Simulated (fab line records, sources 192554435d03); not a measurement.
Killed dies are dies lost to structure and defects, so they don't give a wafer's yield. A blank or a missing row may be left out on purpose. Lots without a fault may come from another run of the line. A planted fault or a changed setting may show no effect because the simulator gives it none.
Split-lot experiment | flow n5_finfet | 7 lots, 21 wafers read, on a route of 1938 steps

THE SPLIT
At N5_BEOL_M5_TRENCH_ETCH_37 (etches SiCOH lowk in C4F6/O2, target depth 71.652 nm, time 24.7 s), the setting bias_w was moved away from the recipe's 185 W on 6 of the 21 wafers read, by -14.2% to +5.4%. The other wafers ran this setting at the recipe's value.

The reading is taken at the split's own step.

THE READING
rf_vpp_V, in V, at N5_BEOL_M5_TRENCH_ETCH_37 (etches SiCOH lowk in C4F6/O2, target depth 71.652 nm, time 24.7 s). Fault-free wafers of this fab line usually give 667 V, standard deviation 14 V.

wafer  | tool, chamber at the split | bias_w as run, W | against the recipe | rf_vpp_V, V | against lot-mates on the recipe
L074.1 | rie_diel-03, 3             | 163.4            | -11.7%             | 622         | -62
L074.5 | rie_diel-03, 2             | 185              | recipe             | 680         | -
L074.6 | rie_diel-03, 3             | 185              | recipe             | 687         | -
L083.3 | rie_diel-03, 2             | 185              | recipe             | 680         | -
L083.4 | rie_diel-03, 1             | 185              | recipe             | 661         | -
L083.5 | rie_diel-03, 0             | 185              | recipe             | 653         | -
L090.2 | rie_diel-04, 2             | 169.2            | -8.5%              | 611         | -44
L090.3 | rie_diel-04, 0             | 169.2            | -8.5%              | 605         | -50
L090.6 | rie_diel-04, 2             | 185              | recipe             | 655         | -
L094.1 | rie_diel-03, 0             | 185              | recipe             | 654         | -
L094.3 | rie_diel-03, 3             | 185              | recipe             | 686         | -
L094.4 | rie_diel-03, 2             | 185              | recipe             | 692         | -
L095.1 | rie_diel-05, 2             | 185              | recipe             | 670         | -
L095.3 | rie_diel-05, 0             | 185              | recipe             | 665         | -
L095.5 | rie_diel-05, 2             | 158.8            | -14.2%             | 592         | -76
L096.1 | rie_diel-05, 0             | 195              | +5.4%              | 692         | +51
L096.2 | rie_diel-05, 3             | 185              | recipe             | 641         | -
L096.6 | rie_diel-05, 1             | 195              | +5.4%              | 711         | +70
L097.1 | rie_diel-03, 2             | 185              | recipe             | 692         | -
L097.3 | rie_diel-03, 0             | 185              | recipe             | 654         | -
L097.5 | rie_diel-03, 3             | 185              | recipe             | 686         | -

THE FIT
A straight line over all 21 wafers: rf_vpp_V changes by +5.67 V for each +1% of bias_w; r = +0.87; the points scatter about the line by 16 V.
The same after taking each lot's own level away (the mean of its wafers on the recipe; 21 wafers): +6.25 V for each +1%; r = +0.92; scatter 14 V.
On that fit, the largest move of bias_w shifts the reading by 89 V.
The lots' own levels span 641.0 to 683.5 V, that is 3.0 times the standard deviation above.
So the lot-to-lot level changes the slope little: the two slopes agree.
Check: with one of the wafers moved furthest among these (-14.2%) left out of the fit, the line predicts -89.4 V for it against its lot-mates. It came out at -75.5 V against them.
Tool readings at the split's step, against how far the setting was moved: rf_vpp_V r = +0.87.

OTHER SPLITS ON THESE WAFERS
These wafers also went through other splits before the reading. Each is held against what the fit with the lots' levels taken away leaves over:
other split on the same wafers | wafers away from the commonest value | r with rf_vpp_V (lot level and that fit taken away)
N5_BEOL_M5_EXPOSE_08 dose_mj   | 8                                    | -0.17

THE FILE'S OWN FIT
rf_vpp_V changes by +5.74 V for each +1% of bias_w, r = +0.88.
